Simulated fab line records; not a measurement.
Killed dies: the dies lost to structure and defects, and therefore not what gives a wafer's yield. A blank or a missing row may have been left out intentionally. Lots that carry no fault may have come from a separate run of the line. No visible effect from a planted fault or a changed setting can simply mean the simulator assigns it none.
fab line records ; flow nand_harc ; part 2 of 2: steps 15 to 15 of 15
record: lots: 7; wafers: 21; last_day: 31
route steps=1302 shown A_CHANNEL_HOLE_D2@591 END@1302
lots that met no fault: from a run of the same line without faults
start_h: hours from the record's first day to the start of the lot's first wafer shown ; wait_h: how many hours have passed since the lot's step before this one ; " repeats the value in the row above ; L1.1+2: a row that stands for several wafers ; - value missing, or start not given ; * or withheld: withheld ; < > ~ a bound
route shown NAME@n: NAME is a module with steps in the file, n the number in the route of the first one ; usual: mean and standard deviation over wafers with no fault ; same: alike in all rows ; chamber/n: place in a boat ; sites: each site's reading ; _std_site: standard deviation of those values ; _edge_site: mean of outer sites minus mean of inner sites ; radius_mm: how far each site lies from the wafer's centre ; mask NAME#n: copy n ; behind: the last tool/chamber to shape the wafer ; hold: cause of the lot's hold/its duration in hours/its outcome ; device: which transistor (n, p or np) failed to switch ; end of line: tests of these same wafers at the route's end ; for a step that has no rows: nothing shown but its recipe ; killed: not the wafer's yield, but the dies lost to structure and defects at the first sort ; map: a wafer's dies, marking killed ones x, the rest . and places with no die _
set.NAME: the setting the step ran with; set.NAME@STEP: the setting that earlier step ran with ; model.NAME: the simulator's own value behind a step, which no gauge read
lots at some steps of the route; a table a step, a row a wafer
services: from which hour (start_h, from the record's first day; less than 0 if before it) a tool's chamber was out of use, for how many hours, and why
== steps ==
step: NHARC_END_SORT_01
recipe: temp_c: 25
usual: killed_at_array: 59/17; killed_at_other: 0.9/1.6; killed_at_periphery: 3.7/2.3; killed_dies: 64/17; killed_open: 3.3/1.8; killed_short: 2.4/1.6
same: gross_dies: 677
lot.wafer;tool;chamber;start_h;wait_h;hold;killed_at_array;killed_at_other;killed_at_periphery;killed_dies;killed_open;killed_short
L185.2;prober-01;0;597.82;2.8;-;43;0;1;44;3;0
L185.5;prober-01;0;600.26;3.7;-;49;0;3;52;2;3
L185.6;prober-01;0;601.08;4.1;-;46;0;5;51;4;6
L186.1;prober-01;0;604.91;2.5;-;73;2;7;82;1;3
L186.3;prober-01;0;606.49;3.1;-;78;1;6;85;4;4
L186.5;prober-01;0;608.06;3.7;-;88;2;3;93;2;2
L190.2;prober-02;0;620.46;2.8;await_dispo/0.8h/scrap;671;4;2;677;2;2
L190.4;prober-02;0;622.07;3.4;await_dispo/0.8h/scrap;667;7;3;677;2;3
L190.6;prober-02;0;623.67;4.0;await_dispo/0.8h/scrap;667;9;1;677;4;1
L189.4;prober-01;0;622.14;3.4;await_dispo/3.0h/scrap;674;1;2;677;7;1
L189.5;prober-01;0;622.94;3.7;await_dispo/3.0h/scrap;675;1;1;677;2;1
L189.6;prober-01;0;623.75;4.0;await_dispo/3.0h/scrap;672;1;4;677;4;1
L191.2;prober-02;0;645.51;2.8;await_dispo/2.6h/scrap;670;0;7;677;2;2
L191.5;prober-02;0;647.91;3.7;await_dispo/2.6h/scrap;669;0;8;677;4;0
L191.6;prober-02;0;648.70;4.0;await_dispo/2.6h/scrap;674;0;3;677;2;2
L198.3;prober-01;0;717.74;3.1;-;92;0;3;95;5;4
L198.4;prober-01;0;718.54;3.4;-;83;1;8;92;6;5
L198.5;prober-01;0;719.33;3.7;-;72;0;5;77;2;1
L201.3;prober-01;0;731.55;3.1;-;59;4;5;68;5;3
L201.4;prober-01;0;732.35;3.4;-;70;1;5;76;3;1
L201.5;prober-01;0;733.16;3.7;-;66;3;6;75;2;0
killed by level:class
L185.2 A_SLIT:chamber_film_flake=26 A_CHANNEL_HOLE_D2:chamber_film_flake=6 A_ZERO_WELL:chamber_film_flake=3 A_CHANNEL_HOLE_D1:chamber_film_flake=3 A_CHANNEL_FILL_D1:geometric_particle:open=1 A_ONON_D2:geometric_particle:open=1 A_BLC:geometric_particle:open=1 P_GATE:chamber_film_flake=1
L185.5 A_SLIT:chamber_film_flake=31 A_CHANNEL_HOLE_D2:chamber_film_flake=4 A_CONTACT:chamber_film_flake=3 P_M0:chamber_film_flake=2 A_DECK1_JOINT:chamber_film_flake=2 A_CHANNEL_FILL_D2:geometric_particle:short=1 A_SGD_CUT:geometric_particle:open=1 A_WL_FILL:geometric_particle:short=1
L185.6 A_SLIT:chamber_film_flake=22 A_CHANNEL_HOLE_D2:chamber_film_flake=7 A_CONTACT:chamber_film_flake=4 P_M0:chamber_film_flake=3 A_ONON_D2:geometric_particle:short=2 A_M0:geometric_particle:short=2 A_CHANNEL_FILL_D1:chamber_film_flake=2 P_M0:geometric_particle:short=1
L186.1 A_CHANNEL_HOLE_D1:chamber_film_flake=30 A_SLIT:chamber_film_flake=25 A_CHANNEL_HOLE_D2:chamber_film_flake=7 P_STI:chamber_film_flake=5 A_CONTACT:chamber_film_flake=5 A_CHANNEL_FILL_D1:chamber_film_flake=2 THIN_TSV:chamber_film_flake=2 P_GATE:geometric_particle:open=1
L186.3 A_SLIT:chamber_film_flake=31 A_CHANNEL_HOLE_D1:chamber_film_flake=29 A_STAIRCASE:chamber_film_flake=5 P_STI:chamber_film_flake=3 A_DECK1_JOINT:chamber_film_flake=3 A_CONTACT:chamber_film_flake=3 A_CHANNEL_HOLE_D2:chamber_film_flake=2 P_CONTACT:geometric_particle:open=1
L186.5 A_SLIT:chamber_film_flake=35 A_CHANNEL_HOLE_D1:chamber_film_flake=25 A_CHANNEL_HOLE_D2:chamber_film_flake=11 A_STAIRCASE:chamber_film_flake=4 A_CONTACT:chamber_film_flake=4 A_CHANNEL_FILL_D1:chamber_film_flake=3 A_ONON_D1:geometric_particle:open=2 P_STI:chamber_film_flake=2
L190.2 A_CHANNEL_HOLE_D2:area_etch=622 A_SLIT:chamber_film_flake=29 A_CHANNEL_HOLE_D2:chamber_film_flake=9 THIN_TSV:chamber_film_flake=4 A_CONTACT:chamber_film_flake=3 A_CHANNEL_HOLE_D1:chamber_film_flake=2 A_WL_FILL:chamber_film_flake=2 P_CONTACT:geometric_particle:open=1
L190.4 A_CHANNEL_HOLE_D2:area_etch=608 A_SLIT:chamber_film_flake=28 A_CHANNEL_HOLE_D2:chamber_film_flake=11 THIN_TSV:chamber_film_flake=7 A_CONTACT:chamber_film_flake=5 A_CHANNEL_HOLE_D1:chamber_film_flake=4 A_STAIRCASE:chamber_film_flake=3 A_CHANNEL_HOLE_D1:geometric_particle:short=2
L189.4 A_CHANNEL_HOLE_D2:area_etch=617 A_CHANNEL_HOLE_D1:chamber_film_flake=30 A_CHANNEL_HOLE_D2:chamber_film_flake=10 A_CONTACT:chamber_film_flake=4 A_ONON_D1:geometric_particle:open=3 A_CHANNEL_FILL_D2:chamber_film_flake=3 P_M1:chamber_film_flake=2 A_STAIRCASE:chamber_film_flake=2
L189.5 A_CHANNEL_HOLE_D2:area_etch=622 A_CHANNEL_HOLE_D1:chamber_film_flake=26 A_CHANNEL_HOLE_D2:chamber_film_flake=17 A_CONTACT:chamber_film_flake=3 A_CHANNEL_FILL_D1:geometric_particle:open=2 A_STAIRCASE:chamber_film_flake=2 P_GATE:geometric_particle:short=1 A_CHANNEL_FILL_D2:chamber_film_flake=1
L190.6 A_CHANNEL_HOLE_D2:area_etch=619 A_SLIT:chamber_film_flake=24 THIN_TSV:chamber_film_flake=9 A_CHANNEL_HOLE_D2:chamber_film_flake=7 A_STAIRCASE:chamber_film_flake=4 A_WL_FILL:chamber_film_flake=3 A_CHANNEL_HOLE_D1:chamber_film_flake=2 A_ONON_D1:geometric_particle:open=1
L189.6 A_CHANNEL_HOLE_D2:area_etch=614 A_CHANNEL_HOLE_D1:chamber_film_flake=33 A_CHANNEL_HOLE_D2:chamber_film_flake=9 P_M1:chamber_film_flake=4 A_CHANNEL_FILL_D2:chamber_film_flake=3 A_STAIRCASE:chamber_film_flake=3 A_CONTACT:chamber_film_flake=3 A_M0:chamber_film_flake=2
L191.2 A_CHANNEL_HOLE_D2:area_etch=606 A_SLIT:chamber_film_flake=31 A_CHANNEL_HOLE_D2:chamber_film_flake=8 A_STAIRCASE:chamber_film_flake=6 A_CHANNEL_HOLE_D1:chamber_film_flake=4 A_CONTACT:chamber_film_flake=4 P_BONDPAD:chamber_film_flake=3 A_ZERO_WELL:chamber_film_flake=3
L191.5 A_CHANNEL_HOLE_D2:area_etch=612 A_SLIT:chamber_film_flake=31 A_CHANNEL_HOLE_D2:chamber_film_flake=7 A_CHANNEL_HOLE_D1:chamber_film_flake=5 A_STAIRCASE:chamber_film_flake=4 P_GATE:chamber_film_flake=3 P_BONDPAD:chamber_film_flake=3 A_CHANNEL_FILL_D1:chamber_film_flake=3
L191.6 A_CHANNEL_HOLE_D2:area_etch=618 A_SLIT:chamber_film_flake=26 A_CHANNEL_HOLE_D2:chamber_film_flake=8 A_STAIRCASE:chamber_film_flake=7 A_CHANNEL_FILL_D1:chamber_film_flake=3 A_ZERO_WELL:chamber_film_flake=2 A_CHANNEL_HOLE_D1:chamber_film_flake=2 A_WL_FILL:chamber_film_flake=2
L198.3 A_CHANNEL_HOLE_D1:chamber_film_flake=29 A_CHANNEL_HOLE_D2:chamber_film_flake=25 A_STAIRCASE:chamber_film_flake=11 A_WL_FILL:chamber_film_flake=8 A_CONTACT:chamber_film_flake=6 A_SLIT:chamber_film_flake=5 P_GATE:geometric_particle:open=1 P_M2:geometric_particle:open=1
L198.4 A_CHANNEL_HOLE_D1:chamber_film_flake=32 A_CHANNEL_HOLE_D2:chamber_film_flake=21 P_GATE:chamber_film_flake=6 A_SLIT:chamber_film_flake=6 A_CONTACT:chamber_film_flake=6 A_STAIRCASE:chamber_film_flake=3 A_CHANNEL_HOLE_D1:geometric_particle:short=2 A_DECK1_JOINT:geometric_particle:open=2
L198.5 A_CHANNEL_HOLE_D1:chamber_film_flake=30 A_CHANNEL_HOLE_D2:chamber_film_flake=15 A_SLIT:chamber_film_flake=7 A_STAIRCASE:chamber_film_flake=7 A_WL_FILL:chamber_film_flake=5 A_CONTACT:chamber_film_flake=3 A_BLC:geometric_particle:open=2 P_GATE:chamber_film_flake=2
L201.3 A_CHANNEL_HOLE_D1:chamber_film_flake=22 A_CHANNEL_HOLE_D2:chamber_film_flake=21 A_CONTACT:chamber_film_flake=5 THIN_TSV:chamber_film_flake=4 P_M1:chamber_film_flake=3 A_ONON_D2:geometric_particle:open=2 A_SLIT:chamber_film_flake=2 P_CONTACT:geometric_particle:open=1
L201.4 A_CHANNEL_HOLE_D1:chamber_film_flake=31 A_CHANNEL_HOLE_D2:chamber_film_flake=23 A_CONTACT:chamber_film_flake=7 P_M1:chamber_film_flake=5 A_SLIT:chamber_film_flake=3 A_ONON_D1:geometric_particle:open=1 A_CHANNEL_HOLE_D1:geometric_particle:open=1 A_DECK1_JOINT:geometric_particle:short=1
L201.5 A_CHANNEL_HOLE_D1:chamber_film_flake=27 A_CHANNEL_HOLE_D2:chamber_film_flake=24 A_CONTACT:chamber_film_flake=10 P_M1:chamber_film_flake=5 THIN_TSV:chamber_film_flake=3 A_SLIT:chamber_film_flake=2 P_M1:geometric_particle:open=1 A_WL_FILL:geometric_particle:open=1
map L189.4 (x killed, . not)
____________x____________
_________xxxxxxx_________
_______xxxxxxxxxxx_______
______xxxxxxxxxxxxx______
_____xxxxxxxxxxxxxxx_____
____xxxxxxxxxxxxxxxxx____
____xxxxxxxxxxxxxxxxx____
___xxxxxxxxxxxxxxxxxxx___
___xxxxxxxxxxxxxxxxxxx___
__xxxxxxxxxxxxxxxxxxxxx__
__xxxxxxxxxxxxxxxxxxxxx__
_xxxxxxxxxxxxxxxxxxxxxxx_
_xxxxxxxxxxxxxxxxxxxxxxx_
_xxxxxxxxxxxxxxxxxxxxxxx_
_xxxxxxxxxxxxxxxxxxxxxxx_
_xxxxxxxxxxxxxxxxxxxxxxx_
xxxxxxxxxxxxxxxxxxxxxxxxx
xxxxxxxxxxxxxxxxxxxxxxxxx
xxxxxxxxxxxxxxxxxxxxxxxxx
xxxxxxxxxxxxxxxxxxxxxxxxx
xxxxxxxxxxxxxxxxxxxxxxxxx
_xxxxxxxxxxxxxxxxxxxxxxx_
_xxxxxxxxxxxxxxxxxxxxxxx_
_xxxxxxxxxxxxxxxxxxxxxxx_
_xxxxxxxxxxxxxxxxxxxxxxx_
_xxxxxxxxxxxxxxxxxxxxxxx_
__xxxxxxxxxxxxxxxxxxxxx__
__xxxxxxxxxxxxxxxxxxxxx__
___xxxxxxxxxxxxxxxxxxx___
___xxxxxxxxxxxxxxxxxxx___
____xxxxxxxxxxxxxxxxx____
____xxxxxxxxxxxxxxxxx____
_____xxxxxxxxxxxxxxx_____
______xxxxxxxxxxxxx______
_______xxxxxxxxxxx_______
_________xxxxxxx_________
____________x____________
map L190.2 (x killed, . not)
____________x____________
_________xxxxxxx_________
_______xxxxxxxxxxx_______
______xxxxxxxxxxxxx______
_____xxxxxxxxxxxxxxx_____
____xxxxxxxxxxxxxxxxx____
____xxxxxxxxxxxxxxxxx____
___xxxxxxxxxxxxxxxxxxx___
___xxxxxxxxxxxxxxxxxxx___
__xxxxxxxxxxxxxxxxxxxxx__
__xxxxxxxxxxxxxxxxxxxxx__
_xxxxxxxxxxxxxxxxxxxxxxx_
_xxxxxxxxxxxxxxxxxxxxxxx_
_xxxxxxxxxxxxxxxxxxxxxxx_
_xxxxxxxxxxxxxxxxxxxxxxx_
_xxxxxxxxxxxxxxxxxxxxxxx_
xxxxxxxxxxxxxxxxxxxxxxxxx
xxxxxxxxxxxxxxxxxxxxxxxxx
xxxxxxxxxxxxxxxxxxxxxxxxx
xxxxxxxxxxxxxxxxxxxxxxxxx
xxxxxxxxxxxxxxxxxxxxxxxxx
_xxxxxxxxxxxxxxxxxxxxxxx_
_xxxxxxxxxxxxxxxxxxxxxxx_
_xxxxxxxxxxxxxxxxxxxxxxx_
_xxxxxxxxxxxxxxxxxxxxxxx_
_xxxxxxxxxxxxxxxxxxxxxxx_
__xxxxxxxxxxxxxxxxxxxxx__
__xxxxxxxxxxxxxxxxxxxxx__
___xxxxxxxxxxxxxxxxxxx___
___xxxxxxxxxxxxxxxxxxx___
____xxxxxxxxxxxxxxxxx____
____xxxxxxxxxxxxxxxxx____
_____xxxxxxxxxxxxxxx_____
______xxxxxxxxxxxxx______
_______xxxxxxxxxxx_______
_________xxxxxxx_________
____________x____________
== services ==
tool;chamber;start_h;hours;kind
rie_diel-01;0;310.91;-;clean
rie_diel-01;1;310.91;-;clean
rie_diel-01;2;310.91;-;clean
rie_diel-01;3;310.91;-;clean
rie_diel-13;-;328.33;0.7;repair
rie_diel-01;2;330.61;7.2;repair
rie_diel-01;0;335.41;-;clean
rie_diel-01;1;335.41;-;clean
rie_diel-13;2;337.86;4.3;repair
rie_diel-13;-;342.49;9.0;pm
rie_diel-02;3;344.88;11.2;repair
rie_diel-01;3;356.74;3.7;repair
rie_diel-13;2;358.59;5.0;repair
rie_diel-13;0;362.91;9.4;repair
rie_diel-13;2;372.04;15.7;repair
rie_diel-02;0;374.45;14.2;repair
rie_diel-01;-;380.80;9.0;pm
rie_diel-02;1;386.65;4.8;repair
rie_diel-02;-;393.72;9.0;pm
rie_diel-13;2;403.97;4.4;repair
rie_diel-13;2;437.85;14.3;repair
rie_diel-01;2;444.74;3.6;repair
rie_diel-02;1;446.25;15.4;repair
rie_diel-01;0;463.27;2.8;repair
== key ==
first_sign: step: NHARC_A_CHANNEL_HOLE_D2_ETCH_44; reading: tool_record; direction: missing
effect: step: NHARC_END_SORT_01; reading: killed_at_array; direction: up; sigmas: 37; usual: 59; struck: 671
model_effect: step: NHARC_A_CHANNEL_HOLE_D2_ETCH_44; value: A_CHANNEL_HOLE_D2.cd_nm; without: 90.81; struck: 99.89
more_kills_born_at: NHARC_A_CHANNEL_HOLE_D2_ETCH_44@rie_diel-01: 3689; NHARC_A_CHANNEL_HOLE_D2_ETCH_44@rie_diel-02: 1849
met_at NHARC_A_CHANNEL_HOLE_D2_ETCH_44
struck_wafers L189.4,L189.5,L189.6,L190.2,L190.4,L190.6,L191.2,L191.5,L191.6
later_rows_left_out L189.4,L189.5,L189.6,L190.2,L190.4,L190.6,L191.2,L191.5,L191.6
tester_left_out L189,L190,L191
onset_between 342.49 354.60
fault: kind: skipped_step_whole; tool: rie_diel-01,rie_diel-02; chamber: -; onset_h: 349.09; steps: NHARC_A_CHANNEL_HOLE_D2_ETCH_44; scope: struck_lots_only
tester_left_out: of these lots the tester's yield and bins aren't shown, on N5 and GAA mostly nor the transistor test; their killed dies are dies lost to structure and defects alone, not to doping, threshold or leakage, so they don't give the yield
later_rows_left_out: the simulator's readings of these wafers behind a module that went badly wrong aren't trusted and aren't shown, but for the sort
